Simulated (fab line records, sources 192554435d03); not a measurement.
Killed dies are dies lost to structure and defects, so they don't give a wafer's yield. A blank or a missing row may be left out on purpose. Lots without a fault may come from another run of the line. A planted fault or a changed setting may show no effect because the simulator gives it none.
A struck lot beside a sound one | flow n5_finfet | 16 steps out of a route of 1938
Sound: wafers L588.1, L588.2, L588.4. Struck: wafer L604.3. (L604.5 of the same lot was not struck and is left out.) The cause comes at the end.
At each step with rows: each side's tool, then ch and its chambers, then its first start. Under that, the readings that differ: sound wafers | struck wafers | difference of the means | sigmas: that difference in standard deviations of wafers without a fault.
alike: readings whose means differ by less than 2 such deviations, and words and numbers that are the same on both sides. not compared: withheld readings, readings that some wafer has no value for, bounds like >300 that may hide the same value, and numbers for which the record gives no deviation and whose values overlap.
The two part at a step that has a row with sigmas, a row that says differs or no value, or rows on one side only. Numbers that don't overlap but have no deviation are shown without sigmas and don't part them. A reading that every wafer of one side lacks parts them only if that side has two wafers or more.

first, 8 steps without rows for these wafers: N5_HKMG_FIN_COAT_29 (time 60 s, resist thk 300 nm); N5_HKMG_FIN_COAT_30 (time 60 s, resist thk 35 nm); N5_HKMG_FIN_COAT_06 (resist thk 90 nm); N5_HKMG_FIN_EBR_08; N5_HKMG_FIN_SOFTBAKE_07 (time 60 s); N5_HKMG_FIN_EXPOSE_09 (exposes mask NWFM); N5_HKMG_FIN_PEB_10 (peb time 60 s); N5_HKMG_FIN_DEVELOP_11 (develop time 30 s).
N5_HKMG_FIN_CD_MEAS_12: target cd 92.8 nm.
  sound on cd_sem-02 ch 0, day 4 21:42; struck on cd_sem-01 ch 0, day 8 20:49
  alike: cd_nm
N5_HKMG_FIN_OVL_MEAS_13:
  sound on overlay-01 ch 0, day 4 21:44; struck on overlay-02 ch 0, day 8 20:50
  alike: NWFM_OVL
N5_HKMG_FIN_INSPECT_14: inspects for defects (macro).
  sound on defect_inspect-02, day 4 21:46; struck on defect_inspect-01, day 8 20:52
  alike: raw_defect_count
N5_HKMG_FIN_DESCUM_17: chemistry O2, time 7.9 s.
  sound on rie_diel-02 ch 0,1,3, day 4 21:47; struck on rie_diel-01 ch 3, day 8 20:54
  alike: drypump_motor_current_A, oes_product_au, rf_vpp_V, showerhead_plenum_p_Torr, throttle_valve_pct
  not compared: rf_hours_counter_h
N5_HKMG_FIN_ETCH_31: etches SiARC in CF4, target depth 45.5 nm, time 75.8 s.
  sound on rie_diel-02 ch 0,1,3, day 4 21:50; struck on rie_diel-01 ch 3, day 8 20:56
  reading               | sound          | struck | difference | sigmas
  etch_rf_on_time_s (s) | 74.9 76.5 74.7 | 52.4   | -23.0      | -21
  oes_product_au (a.u.) | 0.67 0.59 0.62 | 0.82   | +0.19      | +4
  alike: drypump_motor_current_A, rf_vpp_V, showerhead_plenum_p_Torr, throttle_valve_pct
  not compared: rf_hours_counter_h
N5_HKMG_FIN_ETCH_32: etches SOC in N2/H2, target depth 240 nm, time 300 s.
  sound on rie_diel-02 ch 0,1,3, day 4 21:53; struck on rie_diel-01 ch 3, day 8 20:59
  alike: drypump_motor_current_A, h2_flow_sccm, oes_product_au, rf_vpp_V, showerhead_plenum_p_Torr, throttle_valve_pct
  not compared: rf_hours_counter_h
-- the record jumps here: 4 days lie between the struck wafers' starts before and after (it left off in module HKMG_FIN and takes up again in module BEOL_M4, whose first step shown is number 1111 of the route) --
N5_BEOL_M4_RC_MEAS_101:
  sound on prober-02 ch 0, day 9 01:22; struck on prober-02 ch 0, day 13 01:17
  alike: DIBL_N, DIBL_P, IOFF_N, IOFF_P, ION_N, ION_P, SS_N, SS_P, VT_N, VT_P
then, 1 step without rows for these wafers: N5_PASSIVATION_PROBE_49.

WHERE THEY PART
Only at N5_HKMG_FIN_ETCH_31, within this record. Later steps at which nothing parts them and some readings are alike: N5_HKMG_FIN_ETCH_32, N5_BEOL_M4_RC_MEAS_101.

WHY: what the simulator had put in
Process parameter drift: rie_diel-01, from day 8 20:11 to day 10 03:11, at N5_HKMG_FIN_ETCH_31. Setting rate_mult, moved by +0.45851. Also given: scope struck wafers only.
